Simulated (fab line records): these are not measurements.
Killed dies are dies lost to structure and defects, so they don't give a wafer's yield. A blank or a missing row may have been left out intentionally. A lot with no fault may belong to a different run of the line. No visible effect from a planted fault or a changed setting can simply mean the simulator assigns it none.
Matching of chambers | flow n5-finfet | N5_BEOL_M6_STRIP_36 on rie-diel-06 has 4 sister chambers
The step strips in N2/H2. 8 wafers are shown with their chamber, then 12 later ones without.

WAFERS, EACH WITH ITS CHAMBER
wafer  | chamber | drypump-motor-current-A (A) | showerhead-plenum-p-Torr (Torr)
L082.2 | 2       | 4.9                         | 2.51
L082.4 | 3       | 6.4                         | 2.65
L085.1 | 1       | 5.8                         | 2.45
L085.3 | 0       | 6.4                         | 2.55
L085.5 | 0       | 6.4                         | 2.54
L087.2 | 1       | 5.7                         | 2.45
L087.5 | 2       | 4.9                         | 2.51
L087.6 | 3       | 6.4                         | 2.64

WAFERS WITHOUT THEIR CHAMBER
wafer  | drypump-motor-current-A (A) | showerhead-plenum-p-Torr (Torr)
L088.1 | 5.8                         | 2.44
L088.4 | 6.4                         | 2.54
L088.5 | 6.4                         | 2.64
L090.3 | 5.7                         | 2.44
L090.4 | 6.4                         | 2.64
L090.6 | 6.4                         | 2.64
L094.2 | 6.4                         | 2.54
L094.3 | 4.9                         | 2.50
L094.6 | 4.9                         | 2.50
L096.4 | 5.8                         | 2.44
L096.5 | 4.9                         | 2.50
L096.6 | 6.4                         | 2.63

THE CHAMBER EACH PASSED THROUGH
wafer  | from the rows above | in truth
L088.1 | 1                   | 1
L088.4 | 0                   | 0
L088.5 | 3                   | 3
L090.3 | 1                   | 1
L090.4 | 3                   | 3
L090.6 | 3                   | 3
L094.2 | 0                   | 0
L094.3 | 2                   | 2
L094.6 | 2                   | 2
L096.4 | 1                   | 1
L096.5 | 2                   | 2
L096.6 | 3                   | 3
Correct placement for 12 of the 12. Can't be placed from these rows: 0. Number placed wrongly: 0.
How it was worked out, from the rows above alone: a wafer's distance from a chamber is the root of the sum, over the readings, of the square of ((its reading less the chamber's mean) divided by the reading's scatter). If the next closest chamber is less than 2 further off than the closest, the wafer can't be placed; otherwise it belongs to the closest. Each chamber's mean is taken over the wafers shown for it. How the scatter is found: for the shown wafers, subtract from each reading the mean of its chamber, square and add these, divide the total by (wafers less chambers), then take the root.
